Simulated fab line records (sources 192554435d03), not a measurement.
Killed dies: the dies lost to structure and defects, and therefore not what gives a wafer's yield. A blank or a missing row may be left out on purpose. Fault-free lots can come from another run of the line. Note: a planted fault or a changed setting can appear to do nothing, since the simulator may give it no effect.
What tool caused it? | flow n5 finfet | 24 lots with 72 wafers sampled at 5 steps, on a route of 1938 steps

## WHAT THE GAUGES READ, wafer by wafer
N5_BEOL_M5_CD_MEAS_28: target cd 30.6 nm, target cd y 20 nm.
lot  | measured     | on        | cd nm (nm)
L075 | day 7 23:28  | cd sem-03 | 30.60 30.32 30.36
L074 | day 8 02:46  | cd sem-01 | 31.07 30.77 30.50
L076 | day 8 15:43  | cd sem-01 | 31.18 30.81 30.58
L077 | day 8 18:24  | cd sem-03 | 30.63 30.56 30.65
L079 | day 9 05:47  | cd sem-01 | 30.89 30.72 30.93
L078 | day 9 09:30  | cd sem-01 | 30.65 30.73 30.78
L080 | day 9 11:08  | cd sem-03 | 30.78 30.62 30.79
L081 | day 9 17:08  | cd sem-02 | 30.91 30.56 30.37
L082 | day 10 01:19 | cd sem-03 | 30.51 30.40 30.70
L083 | day 10 03:25 | cd sem-03 | 30.39 30.41 30.14
L084 | day 10 17:15 | cd sem-03 | 30.26 30.70 30.40
L087 | day 11 07:46 | cd sem-02 | 31.03 31.05 30.70
L085 | day 11 14:18 | cd sem-01 | 30.55 30.57 30.55
L086 | day 11 14:29 | cd sem-03 | 30.88 30.73 30.78
L088 | day 12 09:08 | cd sem-01 | 30.55 31.01 30.97
L089 | day 12 09:53 | cd sem-01 | 31.08 30.38 30.66
L091 | day 12 10:19 | cd sem-03 | 30.65 30.65 30.51
L092 | day 12 15:11 | cd sem-01 | 30.93 31.36 30.61
L090 | day 12 15:14 | cd sem-03 | 30.27 30.24 30.50
L093 | day 12 15:17 | cd sem-03 | 30.79 30.79 30.94
L094 | day 12 20:53 | cd sem-02 | 30.62 30.81 30.93
L095 | day 13 12:19 | cd sem-03 | 31.16 30.71 30.75
L096 | day 13 16:18 | cd sem-01 | 30.30 30.44 30.68
L097 | day 14 02:40 | cd sem-01 | 31.15 30.84 30.72

N5_BEOL_M6_OVL_MEAS_29.
lot  | measured     | on         | V5_OVL (nm)
L075 | day 8 09:51  | overlay-01 | 0.8 0.4 0.5
L074 | day 8 15:44  | overlay-02 | 1.8 1.6 2.1
L076 | day 9 05:46  | overlay-02 | -0.2 -0.6 0.3
L077 | day 9 09:04  | overlay-02 | 0.9 0.6 0.6
L079 | day 9 16:57  | overlay-02 | 0.8 -0.6 1.3
L078 | day 9 23:01  | overlay-02 | 0.4 0.3 0.1
L080 | day 9 23:11  | overlay-01 | -0.7 -0.5 -1.4
L081 | day 10 02:35 | overlay-02 | -0.5 -0.7 -2.0
L082 | day 10 10:55 | overlay-01 | 0.1 0.8 0.8
L083 | day 10 14:29 | overlay-02 | 1.0 -0.5 -0.3
L084 | day 11 05:02 | overlay-02 | -0.7 -0.2 -1.4
L087 | day 11 23:13 | overlay-01 | 0.5 0.2 0.2
L085 | day 12 02:51 | overlay-01 | 1.4 0.8 0.7
L086 | day 12 02:41 | overlay-02 | 0.8 0.6 1.1
L088 | day 12 23:03 | overlay-01 | 0.3 0.6 1.3
L089 | day 12 23:10 | overlay-01 | 0.8 -0.6 0.5
L091 | day 13 00:32 | overlay-01 | -0.2 -0.4 -0.1
L092 | day 13 02:55 | overlay-02 | -1.3 -0.1 -0.1
L090 | day 13 01:35 | overlay-01 | -0.1 -1.1 -0.5
L093 | day 13 03:17 | overlay-02 | -0.2 0.1 -1.0
L094 | day 13 06:52 | overlay-01 | 0.7 1.5 1.1
L095 | day 14 00:08 | overlay-02 | 0.8 -0.4 -0.3
L096 | day 14 04:58 | overlay-02 | 0.0 0.6 0.2
L097 | day 14 18:15 | overlay-02 | 0.3 0.9 0.3

## WHAT TOOL EACH LOT RAN ON (gives the tool, then ch and the chambers of the sampled wafers, and finally the start)
lot  | N5_BEOL_M5_ALD_86                   | N5_BEOL_M5_SPUTTER_81        | N5_BEOL_M5_CO_CAP_78
L075 | ald metal-01 ch 0,2,3, day 8 00:41  | pvd sputter-02, day 8 02:25  | cvd co-01 ch 1,2, day 8 06:37
L074 | ald metal-02 ch 1,2,3, day 8 05:23  | pvd sputter-02, day 8 07:10  | cvd co-01 ch 0,2, day 8 11:33
L076 | ald metal-02 ch 1,3, day 8 16:55    | pvd sputter-02, day 8 18:31  | cvd co-01 ch 0,2, day 9 02:41
L077 | ald metal-02 ch 0,1,2, day 8 20:54  | pvd sputter-03, day 9 00:29  | cvd co-01 ch 0,1,2, day 9 05:13
L079 | ald metal-03 ch 1,2, day 9 07:05    | pvd sputter-01, day 9 08:46  | cvd co-01 ch 0,1,2, day 9 13:23
L078 | ald metal-01 ch 0,3, day 9 11:46    | pvd sputter-02, day 9 13:23  | cvd co-02 ch 0,1, day 9 17:41
L080 | ald metal-01 ch 0,3, day 9 12:38    | pvd sputter-01, day 9 14:33  | cvd co-01 ch 1,2, day 9 19:23
L081 | ald metal-03 ch 0,1,2, day 9 18:22  | pvd sputter-01, day 9 20:05  | cvd co-01 ch 0,2, day 10 00:14
L082 | ald metal-01 ch 0,1,3, day 10 02:37 | pvd sputter-01, day 10 04:08 | cvd co-02 ch 0,2, day 10 08:16
L083 | ald metal-01 ch 1,2,3, day 10 04:54 | pvd sputter-02, day 10 06:29 | cvd co-02 ch 1,2, day 10 11:09
L084 | ald metal-01 ch 1,3, day 10 18:26   | pvd sputter-03, day 10 20:02 | cvd co-01 ch 0,1,2, day 11 00:23
L087 | ald metal-01 ch 0,1,2, day 11 09:13 | pvd sputter-03, day 11 11:22 | cvd co-02 ch 0,1, day 11 15:34
L085 | ald metal-01 ch 1,2,3, day 11 15:47 | pvd sputter-01, day 11 17:22 | cvd co-01 ch 0,1,2, day 11 21:50
L086 | ald metal-01 ch 1,2, day 11 16:33   | pvd sputter-02, day 11 18:14 | cvd co-02 ch 1,2, day 11 22:38
L088 | ald metal-02 ch 1,2,3, day 12 10:43 | pvd sputter-03, day 12 12:19 | cvd co-02 ch 1,2, day 12 16:26
L089 | ald metal-01 ch 1,3, day 12 11:06   | pvd sputter-01, day 12 12:44 | cvd co-02 ch 0,1, day 12 16:53
L091 | ald metal-01 ch 0,1, day 12 11:55   | pvd sputter-02, day 12 15:29 | cvd co-02 ch 0,1, day 12 19:37
L092 | ald metal-03 ch 0,1, day 12 16:37   | pvd sputter-01, day 12 18:26 | cvd co-02 ch 0,1,2, day 12 22:34
L090 | ald metal-01 ch 1,2, day 12 16:32   | pvd sputter-03, day 12 18:08 | cvd co-02 ch 1,2, day 12 22:22
L093 | ald metal-02 ch 0,2,3, day 12 16:52 | pvd sputter-02, day 12 20:00 | cvd co-02 ch 0,2, day 13 00:20
L094 | ald metal-02 ch 1,2, day 12 22:18   | pvd sputter-03, day 13 00:10 | cvd co-02 ch 0,2, day 13 04:17
L095 | ald metal-02 ch 0,1,2, day 13 13:55 | pvd sputter-02, day 13 15:28 | cvd co-01 ch 0,1,2, day 13 19:38
L096 | ald metal-03 ch 2,3, day 13 18:03   | pvd sputter-02, day 13 20:23 | cvd co-01 ch 0,1,2, day 14 00:34
L097 | ald metal-01 ch 1,2, day 14 05:07   | pvd sputter-02, day 14 06:53 | cvd co-02 ch 0,1,2, day 14 11:01
- N5_BEOL_M5_ALD_86: deposits TaN, pulse time 2 s, purge time 3 s, co reactant purge time 2 s.
- N5_BEOL_M5_SPUTTER_81: material Cu, target thk 15 nm, time 27.62 s.
- N5_BEOL_M5_CO_CAP_78: material Co, precursor CCTBA/H2, target thk 2 nm, time 102.1 s.

## WHAT THE TOOLS THEMSELVES READ (means of the sampled wafers that have a number; where no wafer has one, the mark that the record gives instead)
N5_BEOL_M5_ALD_86.
lot  | tool         | heater power w (W) | precursor vessel pressure torr (Torr) | precursor vessel temp c (C)
L075 | ald metal-01 | 401                | 26.25                                 | 74.93
L074 | ald metal-02 | 420                | 26.29                                 | 75.01
L076 | ald metal-02 | 406                | 26.23                                 | 74.92
L077 | ald metal-02 | 437                | 26.23                                 | 75.17
L079 | ald metal-03 | 425                | 26.25                                 | 74.93
L078 | ald metal-01 | 398                | 26.24                                 | 75.02
L080 | ald metal-01 | 392                | 26.25                                 | 74.92
L081 | ald metal-03 | 418                | 26.26                                 | 75.11
L082 | ald metal-01 | 393                | 26.25                                 | 75.05
L083 | ald metal-01 | 410                | 26.27                                 | 75.02
L084 | ald metal-01 | 404                | 26.25                                 | 75.11
L087 | ald metal-01 | 401                | 26.27                                 | 74.95
L085 | ald metal-01 | 409                | 26.24                                 | 75.02
L086 | ald metal-01 | 412                | 26.28                                 | 74.94
L088 | ald metal-02 | 424                | 26.23                                 | 75.07
L089 | ald metal-01 | 409                | 26.24                                 | 75.09
L091 | ald metal-01 | 404                | 26.19                                 | 74.97
L092 | ald metal-03 | 416                | 26.25                                 | 75.08
L090 | ald metal-01 | 403                | 26.20                                 | 75.10
L093 | ald metal-02 | 439                | 26.27                                 | 75.00
L094 | ald metal-02 | 435                | 26.24                                 | 74.99
L095 | ald metal-02 | 431                | 26.28                                 | 74.95
L096 | ald metal-03 | 432                | 26.26                                 | 75.00
L097 | ald metal-01 | 415                | 26.25                                 | 74.81

N5_BEOL_M5_SPUTTER_81.
lot  | tool           | chuck sensor temp C (C) | throttle valve pct (%)
L075 | pvd sputter-02 | -16.0                   | 30.4
L074 | pvd sputter-02 | -16.1                   | 29.8
L076 | pvd sputter-02 | -16.3                   | 29.5
L077 | pvd sputter-03 | -16.0                   | 30.2
L079 | pvd sputter-01 | -15.6                   | 29.8
L078 | pvd sputter-02 | -16.6                   | 30.5
L080 | pvd sputter-01 | -15.5                   | 29.4
L081 | pvd sputter-01 | -15.6                   | 29.4
L082 | pvd sputter-01 | -15.8                   | 29.2
L083 | pvd sputter-02 | -16.3                   | 29.8
L084 | pvd sputter-03 | -16.0                   | 29.8
L087 | pvd sputter-03 | -16.4                   | 30.7
L085 | pvd sputter-01 | -15.6                   | 29.7
L086 | pvd sputter-02 | -16.7                   | 30.1
L088 | pvd sputter-03 | -15.7                   | 30.0
L089 | pvd sputter-01 | -15.8                   | 29.1
L091 | pvd sputter-02 | -16.6                   | 29.8
L092 | pvd sputter-01 | -15.9                   | 28.9
L090 | pvd sputter-03 | -16.1                   | 30.8
L093 | pvd sputter-02 | -16.4                   | 30.2
L094 | pvd sputter-03 | -15.9                   | 30.4
L095 | pvd sputter-02 | -16.4                   | 29.9
L096 | pvd sputter-02 | -16.3                   | 30.0
L097 | pvd sputter-02 | -16.3                   | 29.3

N5_BEOL_M5_CO_CAP_78.
lot  | tool      | heater power w (W)
L075 | cvd co-01 | 245
L074 | cvd co-01 | 252
L076 | cvd co-01 | 248
L077 | cvd co-01 | 246
L079 | cvd co-01 | 246
L078 | cvd co-02 | 235
L080 | cvd co-01 | 244
L081 | cvd co-01 | 249
L082 | cvd co-02 | 245
L083 | cvd co-02 | 234
L084 | cvd co-01 | 248
L087 | cvd co-02 | 243
L085 | cvd co-01 | 242
L086 | cvd co-02 | 234
L088 | cvd co-02 | 230
L089 | cvd co-02 | 245
L091 | cvd co-02 | 246
L092 | cvd co-02 | 241
L090 | cvd co-02 | 232
L093 | cvd co-02 | 241
L094 | cvd co-02 | 247
L095 | cvd co-01 | 246
L096 | cvd co-01 | 250
L097 | cvd co-02 | 239

## THE ANSWER, worked out from the rows above alone
Rule: the usual values come from the lots themselves. Put in order of their means at a reading, lots are off if they are a third of the lots or fewer, leave a main group of 4 or more, and stand apart from it by a gap of 3 or more times the standard deviation of the main group's means; of several such gaps the widest counts. Not used: any main group whose means are identical at the precision the tables above print for the reading. Also off: a lot with no number at a reading for which 4 or more lots have one. The other lots that the step has rows for count as sound. First the gauges in route order, then the tools' own readings, where a lot's mean is used as printed above. At the first step where some lot is off, the reading lying furthest off is the one used; lots without a number count as furthest.
None of the lots is off at any reading shown; this tells nothing.

## WHAT THE SIMULATOR HAD INSERTED
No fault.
